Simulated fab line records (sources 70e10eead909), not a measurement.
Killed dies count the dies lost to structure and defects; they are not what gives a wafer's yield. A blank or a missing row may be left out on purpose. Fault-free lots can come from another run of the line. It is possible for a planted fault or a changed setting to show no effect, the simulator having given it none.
Which tool did it? / flow nand_harc / 42 wafers from 14 lots sampled at 4 of the route's 1159 steps

## WHAT THE GAUGES SHOWED, per wafer
No reading from a measuring or inspecting step in the record can be judged against a usual standard deviation.

## EACH LOT AND THE TOOL THAT RAN IT (in order: tool; ch and the chambers of the sampled wafers; start)
lot=L607; NHARC_P_M1_ETCH_35=rie_diel-02 ch 0,3, day 6 09:43; NHARC_P_M1_DEGAS_29=pvd_sputter-02, day 6 10:40; NHARC_P_M1_DEP_33=pecvd-02 ch 0,2, day 6 12:22; NHARC_P_M2_PEB_07=litho_track-04 ch 0, day 6 13:31
lot=L609; NHARC_P_M1_ETCH_35=rie_diel-02 ch 0,1,2, day 7 02:31; NHARC_P_M1_DEGAS_29=pvd_sputter-02, day 7 03:29; NHARC_P_M1_DEP_33=pecvd-03 ch 0,1, day 7 05:14; NHARC_P_M2_PEB_07=litho_track-04 ch 0, day 7 06:25
lot=L611; NHARC_P_M1_ETCH_35=rie_diel-05 ch 0,1,3, day 7 13:32; NHARC_P_M1_DEGAS_29=pvd_sputter-02, day 7 14:30; NHARC_P_M1_DEP_33=pecvd-03 ch 0,1,2, day 7 16:11; NHARC_P_M2_PEB_07=litho_track-04 ch 0, day 7 17:20
lot=L612; NHARC_P_M1_ETCH_35=rie_diel-09 ch 1,3, day 7 22:49; NHARC_P_M1_DEGAS_29=pvd_sputter-02, day 7 23:45; NHARC_P_M1_DEP_33=pecvd-03 ch 1,2, day 8 01:30; NHARC_P_M2_PEB_07=litho_track-01, day 8 03:02
lot=L613; NHARC_P_M1_ETCH_35=rie_diel-02 ch 0,3, day 7 23:00; NHARC_P_M1_DEGAS_29=pvd_sputter-02, day 7 23:57; NHARC_P_M1_DEP_33=pecvd-02 ch 0,2, day 8 01:43; NHARC_P_M2_PEB_07=litho_track-04, day 8 02:52
lot=L618; NHARC_P_M1_ETCH_35=rie_diel-09 ch 1,3, day 9 01:57; NHARC_P_M1_DEGAS_29=pvd_sputter-03, day 9 02:53; NHARC_P_M1_DEP_33=pecvd-03 ch 1,2, day 9 04:35; NHARC_P_M2_PEB_07=litho_track-04 ch 0, day 9 05:45
lot=L619; NHARC_P_M1_ETCH_35=rie_diel-09 ch 0,1,3, day 9 11:14; NHARC_P_M1_DEGAS_29=pvd_sputter-03, day 9 12:11; NHARC_P_M1_DEP_33=pecvd-03 ch 0,2, day 9 13:57; NHARC_P_M2_PEB_07=litho_track-06 ch 0, day 9 15:03
lot=L620; NHARC_P_M1_ETCH_35=rie_diel-09 ch 1,3, day 10 01:08; NHARC_P_M1_DEGAS_29=pvd_sputter-01, day 10 02:16; NHARC_P_M1_DEP_33=pecvd-04 ch 0,1,2, day 10 03:59; NHARC_P_M2_PEB_07=litho_track-04 ch 0, day 10 05:09
lot=L623; NHARC_P_M1_ETCH_35=rie_diel-02 ch 1,2, day 10 13:52; NHARC_P_M1_DEGAS_29=pvd_sputter-01, day 10 14:48; NHARC_P_M1_DEP_33=pecvd-04 ch 0,1,2, day 10 16:32; NHARC_P_M2_PEB_07=litho_track-06 ch 0, day 10 17:45
lot=L624; NHARC_P_M1_ETCH_35=rie_diel-09 ch 2,3, day 10 21:31; NHARC_P_M1_DEGAS_29=pvd_sputter-02, day 10 22:34; NHARC_P_M1_DEP_33=pecvd-03 ch 0,1,2, day 11 00:21; NHARC_P_M2_PEB_07=litho_track-06 ch 0, day 11 01:35
lot=L625; NHARC_P_M1_ETCH_35=rie_diel-02 ch 0,1,3, day 10 22:03; NHARC_P_M1_DEGAS_29=pvd_sputter-03, day 10 22:59; NHARC_P_M1_DEP_33=pecvd-03 ch 1,2, day 11 00:58; NHARC_P_M2_PEB_07=litho_track-06 ch 0, day 11 01:56
lot=L627; NHARC_P_M1_ETCH_35=rie_diel-02 ch 1,2, day 11 07:40; NHARC_P_M1_DEGAS_29=pvd_sputter-02, day 11 08:40; NHARC_P_M1_DEP_33=pecvd-02 ch 0,1,2, day 11 10:25; NHARC_P_M2_PEB_07=litho_track-04 ch 0, day 11 11:32
lot=L626; NHARC_P_M1_ETCH_35=rie_diel-05 ch 2,3, day 11 08:04; NHARC_P_M1_DEGAS_29=pvd_sputter-03, day 11 09:01; NHARC_P_M1_DEP_33=pecvd-04 ch 0,2, day 11 10:46; NHARC_P_M2_PEB_07=litho_track-01 ch 0, day 11 11:56
lot=L628; NHARC_P_M1_ETCH_35=rie_diel-05 ch 0,1, day 11 11:19; NHARC_P_M1_DEGAS_29=pvd_sputter-02, day 11 12:15; NHARC_P_M1_DEP_33=pecvd-03 ch 0,2, day 11 13:59; NHARC_P_M2_PEB_07=litho_track-01 ch 0, day 11 15:09
- NHARC_P_M1_ETCH_35: etches the open film in N2/H2, target depth 40 nm, overetch 12 nm, time 43.94 s.
- NHARC_P_M1_DEGAS_29: time 60 s.
- NHARC_P_M1_DEP_33: deposits SiCN, target thk 30 nm.
- NHARC_P_M2_PEB_07: peb time 65 s.

## WHAT THE TOOLS THEMSELVES READ (means of the sampled wafers that have a number; where no wafer has one, the mark that the record gives instead)
NHARC_P_M1_ETCH_35.
lot=L607; tool=rie_diel-02; drypump_motor_current_A (A)=5.8; oes_product_au (a.u.)=0.991; rf_fwd_power_W (W)=395.2; rf_vpp_V (V)=432.3; showerhead_plenum_p_Torr (Torr)=2.07; throttle_valve_pct (%)=14.170
lot=L609; tool=rie_diel-02; drypump_motor_current_A (A)=5.6; oes_product_au (a.u.)=1.007; rf_fwd_power_W (W)=395.4; rf_vpp_V (V)=430.3; showerhead_plenum_p_Torr (Torr)=2.02; throttle_valve_pct (%)=14.169
lot=L611; tool=rie_diel-05; drypump_motor_current_A (A)=5.8; oes_product_au (a.u.)=0.999; rf_fwd_power_W (W)=394.4; rf_vpp_V (V)=434.2; showerhead_plenum_p_Torr (Torr)=2.14; throttle_valve_pct (%)=14.165
lot=L612; tool=rie_diel-09; drypump_motor_current_A (A)=5.6; oes_product_au (a.u.)=0.987; rf_fwd_power_W (W)=395.8; rf_vpp_V (V)=431.3; showerhead_plenum_p_Torr (Torr)=2.08; throttle_valve_pct (%)=14.171
lot=L613; tool=rie_diel-02; drypump_motor_current_A (A)=5.8; oes_product_au (a.u.)=1.005; rf_fwd_power_W (W)=394.8; rf_vpp_V (V)=431.3; showerhead_plenum_p_Torr (Torr)=2.07; throttle_valve_pct (%)=14.170
lot=L618; tool=rie_diel-09; drypump_motor_current_A (A)=5.5; oes_product_au (a.u.)=0.992; rf_fwd_power_W (W)=394.0; rf_vpp_V (V)=431.6; showerhead_plenum_p_Torr (Torr)=2.08; throttle_valve_pct (%)=14.170
lot=L619; tool=rie_diel-09; drypump_motor_current_A (A)=5.6; oes_product_au (a.u.)=0.992; rf_fwd_power_W (W)=396.6; rf_vpp_V (V)=432.8; showerhead_plenum_p_Torr (Torr)=2.11; throttle_valve_pct (%)=14.165
lot=L620; tool=rie_diel-09; drypump_motor_current_A (A)=5.5; oes_product_au (a.u.)=0.988; rf_fwd_power_W (W)=396.6; rf_vpp_V (V)=432.5; showerhead_plenum_p_Torr (Torr)=2.12; throttle_valve_pct (%)=14.178
lot=L623; tool=rie_diel-02; drypump_motor_current_A (A)=6.1; oes_product_au (a.u.)=1.012; rf_fwd_power_W (W)=393.1; rf_vpp_V (V)=430.2; showerhead_plenum_p_Torr (Torr)=2.07; throttle_valve_pct (%)=14.176
lot=L624; tool=rie_diel-09; drypump_motor_current_A (A)=5.7; oes_product_au (a.u.)=0.997; rf_fwd_power_W (W)=396.5; rf_vpp_V (V)=432.5; showerhead_plenum_p_Torr (Torr)=2.13; throttle_valve_pct (%)=14.159
lot=L625; tool=rie_diel-02; drypump_motor_current_A (A)=5.6; oes_product_au (a.u.)=0.995; rf_fwd_power_W (W)=395.7; rf_vpp_V (V)=431.2; showerhead_plenum_p_Torr (Torr)=2.05; throttle_valve_pct (%)=14.174
lot=L627; tool=rie_diel-02; drypump_motor_current_A (A)=6.1; oes_product_au (a.u.)=1.016; rf_fwd_power_W (W)=394.9; rf_vpp_V (V)=432.0; showerhead_plenum_p_Torr (Torr)=2.07; throttle_valve_pct (%)=14.168
lot=L626; tool=rie_diel-05; drypump_motor_current_A (A)=5.7; oes_product_au (a.u.)=0.998; rf_fwd_power_W (W)=396.0; rf_vpp_V (V)=433.0; showerhead_plenum_p_Torr (Torr)=2.14; throttle_valve_pct (%)=14.175
lot=L628; tool=rie_diel-05; drypump_motor_current_A (A)=5.4; oes_product_au (a.u.)=1.003; rf_fwd_power_W (W)=393.1; rf_vpp_V (V)=431.6; showerhead_plenum_p_Torr (Torr)=2.10; throttle_valve_pct (%)=14.165

NHARC_P_M1_DEGAS_29.
lot=L607; tool=pvd_sputter-02; heater_power_w (W)=328
lot=L609; tool=pvd_sputter-02; heater_power_w (W)=354
lot=L611; tool=pvd_sputter-02; heater_power_w (W)=346
lot=L612; tool=pvd_sputter-02; heater_power_w (W)=352
lot=L613; tool=pvd_sputter-02; heater_power_w (W)=312
lot=L618; tool=pvd_sputter-03; heater_power_w (W)=322
lot=L619; tool=pvd_sputter-03; heater_power_w (W)=343
lot=L620; tool=pvd_sputter-01; heater_power_w (W)=350
lot=L623; tool=pvd_sputter-01; heater_power_w (W)=367
lot=L624; tool=pvd_sputter-02; heater_power_w (W)=339
lot=L625; tool=pvd_sputter-03; heater_power_w (W)=333
lot=L627; tool=pvd_sputter-02; heater_power_w (W)=335
lot=L626; tool=pvd_sputter-03; heater_power_w (W)=334
lot=L628; tool=pvd_sputter-02; heater_power_w (W)=353

NHARC_P_M1_DEP_33.
lot=L607; tool=pecvd-02; heater_power_w (W)=639; rf_fwd_power_W (W)=448.1
lot=L609; tool=pecvd-03; heater_power_w (W)=594; rf_fwd_power_W (W)=449.8
lot=L611; tool=pecvd-03; heater_power_w (W)=617; rf_fwd_power_W (W)=449.3
lot=L612; tool=pecvd-03; heater_power_w (W)=609; rf_fwd_power_W (W)=448.9
lot=L613; tool=pecvd-02; heater_power_w (W)=649; rf_fwd_power_W (W)=449.6
lot=L618; tool=pecvd-03; heater_power_w (W)=550; rf_fwd_power_W (W)=449.4
lot=L619; tool=pecvd-03; heater_power_w (W)=583; rf_fwd_power_W (W)=448.4
lot=L620; tool=pecvd-04; heater_power_w (W)=674; rf_fwd_power_W (W)=450.4
lot=L623; tool=pecvd-04; heater_power_w (W)=630; rf_fwd_power_W (W)=448.8
lot=L624; tool=pecvd-03; heater_power_w (W)=630; rf_fwd_power_W (W)=450.1
lot=L625; tool=pecvd-03; heater_power_w (W)=618; rf_fwd_power_W (W)=450.3
lot=L627; tool=pecvd-02; heater_power_w (W)=623; rf_fwd_power_W (W)=447.9
lot=L626; tool=pecvd-04; heater_power_w (W)=675; rf_fwd_power_W (W)=448.9
lot=L628; tool=pecvd-03; heater_power_w (W)=593; rf_fwd_power_W (W)=449.4

NHARC_P_M2_PEB_07.
lot=L607; tool=litho_track-04; chill_plate_temp_C (C)=22.96; exhaust_pa (Pa)=44.7
lot=L609; tool=litho_track-04; chill_plate_temp_C (C)=22.96; exhaust_pa (Pa)=44.8
lot=L611; tool=litho_track-04; chill_plate_temp_C (C)=22.92; exhaust_pa (Pa)=44.2
lot=L612; tool=litho_track-01; chill_plate_temp_C (C)=-; exhaust_pa (Pa)=-
lot=L613; tool=litho_track-04; chill_plate_temp_C (C)=-; exhaust_pa (Pa)=-
lot=L618; tool=litho_track-04; chill_plate_temp_C (C)=22.89; exhaust_pa (Pa)=46.0
lot=L619; tool=litho_track-06; chill_plate_temp_C (C)=22.96; exhaust_pa (Pa)=44.6
lot=L620; tool=litho_track-04; chill_plate_temp_C (C)=22.93; exhaust_pa (Pa)=44.1
lot=L623; tool=litho_track-06; chill_plate_temp_C (C)=23.03; exhaust_pa (Pa)=44.9
lot=L624; tool=litho_track-06; chill_plate_temp_C (C)=23.00; exhaust_pa (Pa)=45.5
lot=L625; tool=litho_track-06; chill_plate_temp_C (C)=23.00; exhaust_pa (Pa)=43.5
lot=L627; tool=litho_track-04; chill_plate_temp_C (C)=23.03; exhaust_pa (Pa)=44.9
lot=L626; tool=litho_track-01; chill_plate_temp_C (C)=23.05; exhaust_pa (Pa)=46.0
lot=L628; tool=litho_track-01; chill_plate_temp_C (C)=23.03; exhaust_pa (Pa)=43.8

## THE ANSWER, worked out from the rows above alone
Rule: what is usual is taken from the lots themselves. The widest of any qualifying gaps counts: lots, ordered by their means at a reading, are off when they make up no more than a third of the lots, leave a main group of 4 or more, and stand apart from it by 3 or more times the standard deviation of that group's means. If all means in a main group match to the digits the tables above print for the reading, that group is not used. A lot without any number at a reading at which 4 lots or more have one is off too. The other lots that the step has rows for count as sound. The gauges are gone through in route order, then the tools' own readings, and for those a lot's mean is taken as printed above. The first step at which some lot is off is used, and at that step the reading that is off furthest; a lot without a number counts as furthest.
Off, at NHARC_P_M2_PEB_07 on chill_plate_temp_C: L612, L613. Without a number there: L612, L613. The main group: mean 22.98 C, standard deviation 0.049.
A tool fits if, at that step or a process step before it, it ran every lot that is off, and no sound lot after the first of them. No candidate that was tried fits.

## WHAT THE SIMULATOR HAD PUT IN
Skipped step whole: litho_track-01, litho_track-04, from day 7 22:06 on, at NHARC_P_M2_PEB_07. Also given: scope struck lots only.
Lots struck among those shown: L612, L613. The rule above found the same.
